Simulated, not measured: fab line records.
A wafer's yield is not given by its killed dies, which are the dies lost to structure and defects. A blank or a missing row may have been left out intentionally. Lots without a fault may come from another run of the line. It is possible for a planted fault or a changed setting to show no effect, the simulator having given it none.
Matching of chambers | flow n5Finfet | 4 sister chambers for N5_BEOL_M15_ETCH_57 on rieDiel-03
The step etches SOC in N2/H2, time 750 s. 20 wafers are shown with their chamber, then 10 later ones without.

## EACH WAFER AND ITS CHAMBER
wafer  | chamber | showerheadPlenumPTorr (Torr) | drypumpMotorCurrentA (A) | oesProductAu (a.u.)
L076.1 | 0       | 2.64                         | 5.9                      | 0.69
L076.2 | 3       | 2.64                         | 5.9                      | 0.67
L076.3 | 1       | 2.63                         | 6.4                      | 0.67
L078.1 | 3       | 2.63                         | 5.9                      | 0.66
L078.3 | 1       | 2.63                         | 6.4                      | 0.66
L078.4 | 0       | 2.64                         | 5.9                      | 0.69
L079.2 | 1       | 2.63                         | 6.5                      | 0.66
L079.3 | 2       | 2.57                         | 5.6                      | 0.75
L079.4 | 0       | 2.64                         | 5.9                      | 0.69
L081.1 | 2       | 2.56                         | 5.6                      | 0.75
L081.3 | 0       | 2.63                         | 6.0                      | 0.68
L081.6 | 1       | 2.63                         | 6.4                      | 0.66
L083.2 | 2       | 2.56                         | 5.7                      | 0.75
L083.3 | 3       | 2.63                         | 5.9                      | 0.98
L083.6 | 3       | 2.63                         | 5.9                      | 0.98
L085.1 | 3       | 2.63                         | 5.9                      | 0.96
L085.2 | 2       | 2.56                         | 5.7                      | 0.74
L085.6 | 3       | 2.63                         | 5.9                      | 0.97
L088.1 | 1       | 2.63                         | 6.5                      | 0.93
L088.2 | 3       | 2.63                         | 5.9                      | 0.94

SIGNATURES (averages over the wafers above)
reading               | chamber 0 | chamber 1 | chamber 2 | chamber 3 | scatter within a chamber
showerheadPlenumPTorr | 2.6375    | 2.6300    | 2.5625    | 2.6314    | 0.00384
drypumpMotorCurrentA  | 5.925     | 6.440     | 5.650     | 5.900     | 0.0429
oesProductAu          | 0.6875    | 0.7160    | 0.7475    | 0.8800    | 0.108
Rule: distance of a wafer from a chamber = root of the sum over the readings of ((wafer's reading minus chamber's mean) / reading's scatter) squared. If the next closest chamber is less than 2 further off than the closest, the wafer can't be placed; otherwise it belongs to the closest. The scatter: the root of (the sum of the squares of (reading less its chamber's mean) over the shown wafers, divided by (wafers less chambers)).

## WAFERS WITHOUT THEIR CHAMBER
wafer  | showerheadPlenumPTorr (Torr) | drypumpMotorCurrentA (A) | oesProductAu (a.u.)
L088.5 | 2.63                         | 5.9                      | 0.68
L087.3 | 2.56                         | 5.7                      | 0.73
L087.4 | 2.63                         | 5.9                      | 0.67
L087.5 | 2.63                         | 5.9                      | 0.67
L090.4 | 2.62                         | 6.4                      | 0.92
L090.5 | 2.55                         | 5.7                      | 0.73
L090.6 | 2.62                         | 5.9                      | 0.91
L093.1 | 2.62                         | 5.9                      | 0.90
L093.4 | 2.62                         | 6.4                      | 0.89
L093.5 | 2.55                         | 5.6                      | 0.72

## EACH ONE'S CHAMBER
wafer  | from the rows above     | in truth
L088.5 | can't be placed: 3 or 0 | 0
L087.3 | 2                       | 2
L087.4 | can't be placed: 3 or 0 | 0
L087.5 | can't be placed: 3 or 0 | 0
L090.4 | 1                       | 1
L090.5 | 2                       | 2
L090.6 | 3                       | 3
L093.1 | 3                       | 3
L093.4 | 1                       | 1
L093.5 | 2                       | 2
Placed correctly: 7 of 10. These rows do not allow placing 3 (true chamber among the candidates in 3). 0 placed wrongly.
